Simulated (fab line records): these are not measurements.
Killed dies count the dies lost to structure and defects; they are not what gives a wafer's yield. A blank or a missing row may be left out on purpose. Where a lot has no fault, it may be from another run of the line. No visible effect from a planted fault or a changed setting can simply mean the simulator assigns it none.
fab line records -- flow n5Finfet
[record] lots = 9, wafers = 26, lastDay = 17
route steps=1938 shown BEOL_M0_SAQP@693 BEOL_M0_CUTY@710 BEOL_M4@1111 PASSIVATION@1936
lots that met no fault: taken from a fault-free run of the same line
startH: hours from the record's first day to the start of the lot's first wafer shown -- waitH: hours from the lot's prior step to this one -- " same as the row above -- L1.1+2: several wafers, shown together as one row -- - either no value or no given start -- * or withheld: withheld -- < > ~ a bound
route shown NAME@n: names a module that has steps shown in the file, with the first one's number in the route -- usual: average and standard deviation across the fault-free wafers -- same: alike in all rows -- chamber/n: place in a boat -- sites: readings site by site -- _std_site: how widely they spread, as a standard deviation -- _edge_site: the outer-site mean with the inner-site mean subtracted -- radiusMm: how far each site lies from the wafer's centre -- mask NAME#n: copy n -- behind: the last tool/chamber to shape the wafer -- hold: why the lot went on hold/how many hours it stayed there/how the hold came to an end -- device: names the non-switching transistor (n, p or np) -- end of line: tests of these same wafers at the route's end -- a step with no rows: only its recipe -- killed: not the wafer's yield, but the dies lost to structure and defects at the first sort -- map: a wafer's dies, x killed, . not, _ none there
set.NAME: the setting the step ran with; set.NAME@STEP: the setting that earlier step ran with -- model.NAME: the simulator's own value behind a step, which no gauge read
a sample of lots followed through the steps of the route, with each step as a table and each wafer as a row
services: from which hour (startH, from the record's first day; less than 0 if before it) a tool's chamber was out of use, for how many hours, and why
[[steps]]
[step N5_BEOL_M0_SAQP_ETCH_88]
[recipe] chemistry = N2/H2, target = underlayer, targetDepthA = 65, timeS = 5.2, ionEnergyEv = 200, maskMaterial = CAR-EUV, pressureMtorr = 30, sourceW = 840, biasW = 150, n2FlowSccm = 200, h2FlowSccm = 200, ends = cleared
[usual] drypumpMotorCurrentA = 5.6/0.4, etchRfOnTimeS = 5.27/0.18, oesProductAu = 0.64/0.063, rfVppV = 523.3/2.6, showerheadPlenumPTorr = 2.52/0.088, throttleValvePct = 18.05/0.29
lot.wafer,tool,chamber,startH,waitH,drypumpMotorCurrentA,etchRfOnTimeS,oesProductAu,rfHoursCounterH,rfVppV,showerheadPlenumPTorr,throttleValvePct
L539.2,rieDiel-03,3,118.64,0.0,5.2,5.47,0.65,132,520.8,2.44,17.90
L539.5,rieDiel-03,0,118.64,0.0,5.4,5.26,0.64,-,525.8,2.66,18.24
L539.6,rieDiel-03,3,118.64,0.0,5.2,5.43,0.65,-,520.2,2.44,17.91
L540.1,rieDiel-03,3,129.75,0.0,5.2,5.43,0.64,135,521.1,2.44,17.91
L540.6,rieDiel-03,1,129.75,0.0,5.1,5.29,0.58,-,524.9,2.53,18.42
L545.1,rieDiel-01,2,170.60,0.0,6.1,5.32,0.64,151,528.5,2.65,17.59
L545.5,rieDiel-01,0,170.60,0.0,6.4,5.08,0.63,-,523.8,2.52,17.56
L545.6,rieDiel-01,1,170.60,0.0,5.3,5.23,0.65,-,520.9,2.44,18.09
L546.2,rieDiel-01,1,176.42,0.0,5.3,5.19,0.65,154,520.8,2.44,18.12
L546.3,rieDiel-01,3,176.42,0.0,6.1,4.91,0.63,196,519.4,2.41,18.35
L546.4,rieDiel-01,0,176.42,0.0,6.4,5.07,0.63,171,525.9,2.52,17.59
L547.1,rieDiel-03,1,181.98,0.0,5.1,5.30,0.58,228,523.5,2.52,18.42
L547.2,rieDiel-03,3,181.98,0.0,5.2,5.51,0.63,148,518.6,2.43,17.94
L547.3,rieDiel-03,0,181.98,0.0,5.4,5.30,0.63,188,523.7,2.66,18.23
L552.1,rieDiel-03,2,211.40,0.0,5.8,4.89,0.85,5,522.4,2.48,17.98
L552.4,rieDiel-03,1,211.40,0.0,5.1,5.23,0.56,237,522.3,2.52,18.43
L552.6,rieDiel-03,3,211.40,0.0,5.2,5.55,0.62,-,519.9,2.43,17.97
L554.1,rieDiel-03,3,225.55,0.0,5.2,5.52,0.61,162,521.0,2.43,17.94
L554.3,rieDiel-03,0,225.55,0.0,5.4,5.32,0.61,203,528.3,2.65,18.29
L554.6,rieDiel-03,0,225.55,0.0,5.4,5.32,0.63,-,527.1,2.65,18.27
L557.1,rieDiel-03,3,236.52,0.0,5.2,5.52,0.61,168,520.2,2.42,18.00
L557.2,rieDiel-03,0,236.52,0.0,5.4,5.28,0.61,207,528.1,2.65,18.25
L557.5,rieDiel-03,1,236.52,0.0,5.1,5.30,0.56,-,521.7,2.51,18.44
L559.1,rieDiel-03,0,244.52,0.0,5.4,5.31,0.61,210,524.6,2.65,18.28
L559.2,rieDiel-03,3,244.52,0.0,5.2,5.55,0.62,170,520.1,2.42,17.97
L559.6,rieDiel-03,2,244.52,0.0,5.9,4.95,0.82,-,520.6,2.48,18.02
[step N5_BEOL_M0_SAQP_CUT_ETCH_46]
[recipe] chemistry = N2/H2, target = SOC, targetDepthA = 1350, overetchA = 270, tempC = 40, timeS = 202.5, ionEnergyEv = 200, maskMaterial = SiARC, pressureMtorr = 30, sourceW = 840, biasW = 150, n2FlowSccm = 200, h2FlowSccm = 200
[usual] drypumpMotorCurrentA = 5.6/0.4, rfVppV = 523.3/2.3, showerheadPlenumPTorr = 2.52/0.088, throttleValvePct = 18.01/0.29
lot.wafer,tool,chamber,startH,waitH,drypumpMotorCurrentA,rfHoursCounterH,rfVppV,showerheadPlenumPTorr,throttleValvePct
L539.2,rieDiel-03,3,118.69,0.0,5.2,132,521.6,2.44,17.86
L539.5,rieDiel-03,0,118.69,0.0,5.4,-,526.7,2.66,18.19
L539.6,rieDiel-03,3,118.69,0.0,5.2,-,521.3,2.44,17.88
L540.1,rieDiel-03,3,129.80,0.0,5.2,135,521.0,2.44,17.87
L540.6,rieDiel-03,1,129.80,0.0,5.1,-,523.1,2.53,18.36
L545.1,rieDiel-01,2,170.65,0.0,6.1,151,527.3,2.65,17.58
L545.5,rieDiel-01,0,170.65,0.0,6.4,-,524.1,2.52,17.55
L545.6,rieDiel-01,1,170.65,0.0,5.3,-,521.1,2.44,18.06
L546.2,rieDiel-01,1,176.47,0.0,5.3,154,520.0,2.44,18.06
L546.3,rieDiel-01,3,176.47,0.0,6.1,196,519.4,2.41,18.31
L546.4,rieDiel-01,0,176.47,0.0,6.4,171,523.0,2.52,17.55
L547.1,rieDiel-03,1,182.03,0.0,5.1,228,523.9,2.52,18.38
L547.2,rieDiel-03,3,182.03,0.0,5.2,148,520.9,2.43,17.90
L547.3,rieDiel-03,0,182.03,0.0,5.4,188,525.9,2.66,18.21
L552.1,rieDiel-03,2,211.45,0.0,5.9,5,522.8,2.48,17.92
L552.4,rieDiel-03,1,211.45,0.0,5.1,237,522.5,2.52,18.40
L552.6,rieDiel-03,3,211.45,0.0,5.2,-,521.9,2.43,17.90
L554.1,rieDiel-03,3,225.60,0.0,5.2,162,520.5,2.42,17.91
L554.3,rieDiel-03,0,225.60,0.0,5.4,203,526.4,2.65,18.22
L554.6,rieDiel-03,0,225.60,0.0,5.4,-,526.4,2.65,18.23
L557.1,rieDiel-03,3,236.57,0.0,5.2,168,521.0,2.42,17.97
L557.2,rieDiel-03,0,236.57,0.0,5.4,207,526.0,2.65,18.27
L557.5,rieDiel-03,1,236.57,0.0,5.1,-,521.9,2.51,18.41
L559.1,rieDiel-03,0,244.57,0.0,5.4,210,526.0,2.65,18.25
L559.2,rieDiel-03,3,244.57,0.0,5.2,170,519.0,2.42,17.95
L559.6,rieDiel-03,2,244.57,0.0,5.8,-,522.0,2.48,17.94
[step N5_BEOL_M0_SAQP_ALD_48]
[recipe] material = SiO2, targetThkA = 200, tempC = 100, aldPrecursorFamily = BDEAS, aldCoReactant = O2-plasma, pulseTimeS = 1, coReactantPulseTimeS = 1, purgeTimeS = 2, coReactantPurgeTimeS = 2, aldCycles = 139, pressureTorr = 2
[usual] chamberPressureTorr = 2.000/0.0045, heaterPowerW = 79/7.4, precursorPulseHeightRel = 0.996/0.022
lot.wafer,tool,chamber,startH,waitH,chamberPressureTorr,heaterPowerW,precursorPulseHeightRel
L539.2,aldSin-02,2,118.89,0.0,2.001,82,1.029
L539.5,aldSin-02,2,118.89,0.0,2.002,81,0.997
L539.6,aldSin-02,1,118.89,0.0,1.998,70,0.981
L540.1,aldSin-03,1,130.00,0.0,2.000,88,1.002
L540.6,aldSin-03,1,130.00,0.0,1.998,88,0.968
L545.1,aldSin-04,3,170.85,0.0,2.000,80,0.974
L545.5,aldSin-04,3,170.85,0.0,2.000,79,1.010
L545.6,aldSin-04,2,170.85,0.0,1.996,64,0.990
L546.2,aldSin-03,0,176.67,0.0,2.004,86,0.985
L546.3,aldSin-03,2,176.67,0.0,2.001,65,1.012
L546.4,aldSin-03,3,176.67,0.0,2.005,78,0.996
L547.1,aldSin-04,0,182.24,0.0,1.995,88,1.024
L547.2,aldSin-04,3,182.24,0.0,1.988,81,1.000
L547.3,aldSin-04,2,182.24,0.0,1.998,63,0.991
L552.1,aldSin-04,2,211.65,0.0,2.002,66,0.996
L552.4,aldSin-04,3,211.65,0.0,2.007,81,0.999
L552.6,aldSin-04,2,211.65,0.0,1.999,62,0.987
L554.1,aldSin-04,0,225.80,0.0,1.993,84,1.006
L554.3,aldSin-04,2,225.80,0.0,1.991,65,1.015
L554.6,aldSin-04,1,225.80,0.0,2.001,78,1.006
L557.1,aldSin-03,2,236.77,0.0,2.003,66,1.030
L557.2,aldSin-03,1,236.77,0.0,2.006,90,0.971
L557.5,aldSin-03,1,236.77,0.0,2.005,87,0.992
L559.1,aldSin-02,3,244.99,0.3,1.996,83,0.989
L559.2,aldSin-02,2,244.99,0.3,2.003,81,0.992
L559.6,aldSin-02,1,244.99,0.3,1.995,71,0.978
[step N5_BEOL_M0_CUTY_INSPECT_59]
[recipe] mode = adi, inspectInstrument = macro
[usual] rawDefectCount = 2.0/1.3
lot.wafer,tool,chamber,startH,waitH,rawDefectCount
L539.2,defectInspect-02,-,120.05,0.0,2
L539.5,defectInspect-02,-,120.05,0.0,2
L539.6,defectInspect-02,-,120.05,0.0,1
L540.1,defectInspect-02,-,131.07,0.0,2
L540.6,defectInspect-02,-,131.07,0.0,1
L545.1,defectInspect-01,-,171.95,0.0,3
L545.5,defectInspect-01,-,171.95,0.0,1
L545.6,defectInspect-01,-,171.95,0.0,1
L546.2,defectInspect-02,-,177.87,0.0,1
L546.3,defectInspect-02,-,177.87,0.0,1
L546.4,defectInspect-02,-,177.87,0.0,2
L547.1,defectInspect-02,-,183.19,0.0,3
L547.2,defectInspect-02,-,183.19,0.0,1
L547.3,defectInspect-02,-,183.19,0.0,3
L552.1,defectInspect-02,-,212.72,0.0,>300
L552.4,defectInspect-02,-,212.72,0.0,>300
L552.6,defectInspect-02,-,212.72,0.0,>300
L554.1,defectInspect-02,-,226.88,0.0,>300
L554.3,defectInspect-02,-,226.88,0.0,>300
L554.6,defectInspect-02,-,226.88,0.0,>300
L557.1,defectInspect-01,-,237.72,0.0,3
L557.2,defectInspect-01,-,237.72,0.0,0
L557.5,defectInspect-01,-,237.72,0.0,0
L559.1,defectInspect-01,-,246.22,0.0,1
L559.2,defectInspect-01,-,246.22,0.0,1
L559.6,defectInspect-01,-,246.22,0.0,0
[step N5_BEOL_M0_CUTY_ETCH_62]
[recipe] chemistry = CF4, target = SiARC, maskMaterial = CAR-ArF-block, timeS = 58.5, ionEnergyEv = 80, pressureMtorr = 40, sourceW = 545, biasW = 36, Ar_flow_sccm = 100, cf4FlowSccm = 100, ends = cleared
[usual] drypumpMotorCurrentA = 5.9/0.47, etchRfOnTimeS = 57.9/1.5, oesProductAu = 0.68/0.063, rfVppV = 184.6/1.2, showerheadPlenumPTorr = 2.19/0.059, throttleValvePct = 15.54/0.23
lot.wafer,tool,chamber,startH,waitH,drypumpMotorCurrentA,etchRfOnTimeS,oesProductAu,rfHoursCounterH,rfVppV,showerheadPlenumPTorr,throttleValvePct
L539.2,rieDiel-05,0,120.21,0.0,6.2,58.2,0.79,10,185.7,2.27,15.19
L539.5,rieDiel-05,0,120.21,0.0,6.2,58.3,0.79,-,184.8,2.27,15.17
L539.6,rieDiel-05,3,120.21,0.0,5.9,58.1,0.63,-,184.3,2.20,15.34
L540.1,rieDiel-04,0,131.14,0.0,5.0,59.2,0.76,35,184.0,2.09,15.67
L540.6,rieDiel-04,1,131.14,0.0,5.8,61.0,0.58,-,185.5,2.22,15.55
L545.1,rieDiel-06,3,172.76,0.0,5.0,58.8,0.64,172,185.6,2.20,15.45
L545.5,rieDiel-06,1,172.76,0.0,6.4,54.4,0.76,-,187.2,2.26,15.43
L545.6,rieDiel-06,0,172.76,0.0,6.3,60.2,0.61,-,185.4,2.20,15.82
L546.2,rieDiel-04,0,177.93,0.0,5.0,57.6,0.75,49,183.5,2.09,15.70
L546.3,rieDiel-04,2,177.93,0.0,6.3,56.6,0.70,86,185.5,2.25,15.59
L546.4,rieDiel-04,1,177.93,0.0,5.8,61.0,0.58,227,184.6,2.21,15.58
L547.1,rieDiel-04,2,183.26,0.0,6.3,57.3,0.69,88,184.6,2.25,15.60
L547.2,rieDiel-04,0,183.26,0.0,5.0,57.3,0.75,51,184.1,2.09,15.72
L547.3,rieDiel-04,3,183.26,0.0,6.3,57.9,0.70,77,184.7,2.16,15.28
L552.1,rieDiel-05,3,212.79,0.0,5.9,58.1,0.61,229,183.5,2.19,15.40
L552.4,rieDiel-05,0,212.79,0.0,6.2,58.9,0.73,43,185.3,2.26,15.26
L552.6,rieDiel-05,1,212.79,0.0,5.8,57.0,0.64,-,186.3,2.22,16.01
L554.1,rieDiel-05,1,226.95,0.0,5.9,57.1,0.64,164,184.9,2.22,16.02
L554.3,rieDiel-05,3,226.95,0.0,5.8,58.5,0.61,233,184.2,2.19,15.40
L554.6,rieDiel-05,1,226.95,0.0,5.8,56.9,0.64,-,183.6,2.22,16.02
L557.1,rieDiel-05,0,238.15,0.0,6.2,58.5,0.73,53,184.0,2.25,15.27
L557.2,rieDiel-05,2,238.15,0.0,5.4,57.0,0.69,94,183.7,2.10,15.45
L557.5,rieDiel-05,3,238.15,0.0,5.8,58.2,0.60,-,185.1,2.19,15.40
L559.1,rieDiel-04,3,246.29,0.0,6.3,57.3,0.69,101,184.1,2.15,15.33
L559.2,rieDiel-04,2,246.29,0.0,6.3,56.9,0.68,113,184.7,2.24,15.66
L559.6,rieDiel-04,0,246.29,0.0,4.9,57.6,0.73,-,183.5,2.08,15.76
[step N5_BEOL_M4_RC_MEAS_101]
[usual] DIBL_N = 35.3/2.5, DIBL_P = 35/3.3, IOFF_N = 0.15/0.049, IOFF_P = 0.20/0.056, ION_N = 673/16, ION_P = 462/10, SS_N = 71.2/0.85, SS_P = 73.0/0.97, VT_N = 252/4.9, VT_P = -251/5
lot.wafer,tool,chamber,startH,waitH,DIBL_N[mV/V],DIBL_P[mV/V],IOFF_N[nA/um],IOFF_P[nA/um],ION_N[uA/um],ION_P[uA/um],SS_N[mV/dec],SS_P[mV/dec],VT_N[mV],VT_P[mV]
L539.2,prober-02,0,195.20,0.2,40.5,41,0.25,0.29,710,483,72.2,74.0,244,-246
L539.5,prober-02,0,195.20,0.2,36.0,35,0.13,0.17,677,464,70.9,73.0,252,-254
L539.6,prober-02,0,195.20,0.2,39.7,40,0.21,0.25,681,463,72.3,73.7,248,-248
L540.1,prober-01,0,197.92,0.0,38.6,41,0.24,0.30,708,481,72.3,75.0,242,-244
L540.6,prober-01,0,197.92,0.0,39.0,41,0.24,0.32,709,490,73.0,75.2,245,-243
L545.1,prober-02,0,224.50,0.0,37.4,38,0.20,0.24,700,471,71.4,73.1,245,-251
L545.5,prober-02,0,224.50,0.0,37.0,37,0.17,0.22,692,468,72.1,74.1,248,-250
L545.6,prober-02,0,224.50,0.0,36.5,35,0.15,0.18,665,453,71.7,73.1,250,-254
L546.2,prober-01,0,237.24,0.2,37.3,39,0.18,0.25,673,466,71.5,73.4,248,-247
L546.3,prober-01,0,237.24,0.2,33.5,33,0.12,0.18,675,464,70.2,72.0,253,-251
L546.4,prober-01,0,237.24,0.2,33.3,32,0.11,0.16,660,465,70.5,72.0,255,-251
L547.1,prober-01,0,242.09,0.0,37.1,37,0.17,0.22,673,456,71.7,72.7,245,-248
L547.2,prober-01,0,242.09,0.0,39.3,39,0.20,0.26,671,452,72.3,74.0,247,-244
L547.3,prober-01,0,242.09,0.0,36.3,36,0.16,0.23,684,466,71.8,73.4,245,-248
L552.1,prober-01,0,267.93,0.0,35.7,35,0.14,0.22,679,467,71.4,73.6,252,-247
L552.4,prober-01,0,267.93,0.0,35.8,37,0.15,0.27,676,478,71.1,73.7,251,-243
L552.6,prober-01,0,267.93,0.0,35.6,35,0.16,0.23,697,488,71.5,73.8,247,-243
L554.1,prober-01,0,287.75,0.4,32.1,33,0.11,0.16,663,462,70.3,71.7,254,-254
L554.3,prober-01,0,287.75,0.4,35.1,36,0.14,0.20,672,464,71.3,72.8,252,-252
L554.6,prober-01,0,287.75,0.4,31.2,32,0.11,0.15,668,460,70.5,71.4,255,-253
L557.1,prober-02,0,292.19,0.0,33.8,33,0.11,0.15,667,458,70.2,71.5,254,-256
L557.2,prober-02,0,292.19,0.0,34.3,34,0.11,0.15,678,467,70.8,71.8,258,-253
L557.5,prober-02,0,292.19,0.0,33.3,32,0.11,0.14,684,468,69.6,71.5,256,-257
L559.1,prober-02,0,297.30,0.0,30.2,29,0.08,0.11,665,457,70.0,72.5,259,-258
L559.2,prober-02,0,297.30,0.0,31.0,30,0.09,0.11,646,447,70.0,72.4,257,-257
L559.6,prober-02,0,297.30,0.0,31.3,30,0.09,0.12,648,442,69.9,72.0,259,-259
[step N5_PASSIVATION_PROBE_49]
[usual] defectLimitedYield = 91.3/1.4, killed_at_M0_to_M3 = 33/9.9, killed_at_M4_up = 15/5.6, killedAtContacts = 13/5.7, killedAtFrontEnd = 38/12, killedAtOther = 4/3.1, killedDies = 103/17, killedOnRim = 13/4, killedOpen = 66/13, killedShort = 32/7.8, sort_bin_5_function = 5.1/0.95, sort_bin_6_memory = 3.2/0.68, sortNPass = 1077/17, sortYieldPct = 91.3/1.5
[same] grossDies = 1180, killedAtBackSide = 0, sort_bin_4_leakage[%] = 0, sort_bin_8_speed[%] = 0
lot.wafer,tool,chamber,startH,waitH,defectLimitedYield[%],killed_at_M0_to_M3,killed_at_M4_up,killedAtContacts,killedAtFrontEnd,killedAtOther,killedDies,killedOnRim,killedOpen,killedShort,sort_bin_5_function[%],sort_bin_6_memory[%],sortNPass,sortYieldPct[%]
L552.1,prober-01,-,371.55,0.0,84.6,127,14,13,26,2,182,23,59,25,9.3,2.8,998,84.6
L552.4,prober-01,-,371.70,0.2,89.4,73,11,4,37,0,125,27,54,21,5.8,3.1,1055,89.4
L552.6,prober-01,-,371.80,0.3,82.8,139,8,3,51,2,203,32,68,30,10.0,4.3,977,82.8
L554.1,prober-01,-,389.04,0.0,81.1,142,28,13,34,6,223,29,82,26,12.1,4.0,957,81.1
L554.3,prober-01,-,389.14,0.1,82.6,137,10,11,26,21,205,33,56,34,11.2,3.1,975,82.6
L554.6,prober-01,-,389.29,0.3,85.6,110,18,6,25,11,170,23,52,27,9.2,2.6,1010,85.6
// killed by level:class
L552.1 BEOL_M0_SAQP:unspecified=95 MOL_CONTACT_COAG:geometricParticle:open=11 BEOL_M4:geometricParticle:open=9 BEOL_M1:geometricParticle:open=8 FIN_SAQP:geometricParticle:open=6 STI_FIN_REVEAL:geometricParticle:open=6 BEOL_M0_SAQP:geometricParticle:short=5 BEOL_M2:geometricParticle:open=5
L552.4 BEOL_M0_SAQP:unspecified=46 FIN_SAQP:geometricParticle:open=10 BEOL_M1:geometricParticle:open=10 FIN_SAQP:geometricParticle:short=6 BEOL_M0_SAQP:geometricParticle:open=5 BEOL_M0_SAQP:geometricParticle:short=4 BEOL_M4:geometricParticle:open=4 BEOL_M3:geometricParticle:open=4
L552.6 BEOL_M0_SAQP:unspecified=104 STI_FIN_REVEAL:geometricParticle:open=18 BEOL_M1:geometricParticle:open=10 FIN_SAQP:geometricParticle:open=9 BEOL_M3:geometricParticle:open=7 GATE_CUT:geometricParticle:open=5 BEOL_M0_SAQP:geometricParticle:open=5 BEOL_M0_SAQP:geometricParticle:short=4
L554.1 BEOL_M0_SAQP:unspecified=107 BEOL_M4:geometricParticle:open=19 MOL_CONTACT_COAG:geometricParticle:open=12 STI_FIN_REVEAL:geometricParticle:open=9 BEOL_M0_SAQP:geometricParticle:open=8 BEOL_M0_SAQP:geometricParticle:short=7 BEOL_M3:geometricParticle:open=7 HKMG_FIN:areaEtch=5
L554.3 BEOL_M0_SAQP:unspecified=104 PASSIVATION:areaEtch=10 BEOL_M0_SAQP:geometricParticle:short=9 BEOL_M0_SAQP:geometricParticle:open=9 MOL_CONTACT_COAG:geometricParticle:open=7 BEOL_M4:geometricParticle:open=6 STI_FIN_REVEAL:geometricParticle:open=5 PASS1_CAP:geometricParticle:short=5
L554.6 BEOL_M0_SAQP:unspecified=80 BEOL_M4:geometricParticle:open=10 PASSIVATION:areaEtch=8 BEOL_M0_SAQP:geometricParticle:open=7 BEOL_M3:geometricParticle:open=6 FIN_SAQP:geometricParticle:open=5 MOL_CONTACT_COAG:geometricParticle:open=5 BEOL_M0_SAQP:geometricParticle:short=4
[[services]]
tool,chamber,startH,hours,kind
aldSin-03,-,95.80,0.5,repair
rieDiel-03,3,101.29,10.9,repair
rieDiel-01,-,109.57,5.3,repair
rieDiel-01,1,126.45,15.1,repair
rieDiel-05,2,133.03,8.9,repair
rieDiel-04,-,137.93,0.3,repair
aldSin-03,3,142.01,13.5,repair
rieDiel-03,3,146.00,3.7,repair
rieDiel-03,2,173.35,-,clean
rieDiel-03,2,173.35,-,consumableReplace:focusRing
rieDiel-03,2,173.35,19.9,scheduledDown
rieDiel-03,2,173.35,19.9,ventCycle
rieDiel-06,-,176.36,0.6,repair
aldSin-04,-,188.60,1.9,repair
rieDiel-01,1,197.73,6.1,repair
aldSin-04,2,200.11,3.1,repair
aldSin-03,3,206.32,3.6,repair
aldSin-03,-,207.72,6.0,pm
rieDiel-01,1,210.44,1.8,repair
aldSin-02,1,211.30,8.4,repair
aldSin-02,2,231.02,9.1,repair
rieDiel-03,1,245.77,-,clean
rieDiel-03,1,245.77,-,consumableReplace:focusRing
rieDiel-03,1,245.77,18.5,scheduledDown
[[key]]
[firstSign] step = N5_BEOL_M0_CUTY_INSPECT_59, reading = rawDefectCount, direction = up, sigmas = 99+, usual = 2.0, struck = >300
[effect] step = N5_PASSIVATION_PROBE_49, reading = killed_at_M0_to_M3, direction = up, sigmas = 8.9, usual = 33, struck = 121
[moreKillsBornAt] N5_BEOL_M0_SAQP_ALD_48@aldSin-04 = 536
metAt N5_BEOL_M0_SAQP_ALD_48
struckLots L552,L554
[baselineLoss] step = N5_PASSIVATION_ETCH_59, wafers = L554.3
notActingAt N5_BEOL_M0_SAQP_ETCH_88,N5_BEOL_M0_SAQP_CUT_ETCH_46,N5_BEOL_M0_CUTY_ETCH_62
onsetBetween 182.24 211.65
[fault] kind = chamberParticleSource, tool = aldSin-04, chamber = -, onsetH = 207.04, steps = N5_BEOL_M0_SAQP_ALD_48, ratePerVisitCm2 = 1.3262, endH = 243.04
// baselineLoss: these wafers lose ten dies or more at that step, a loss of the line's own and not of a fault; the sort's usual values leave them out
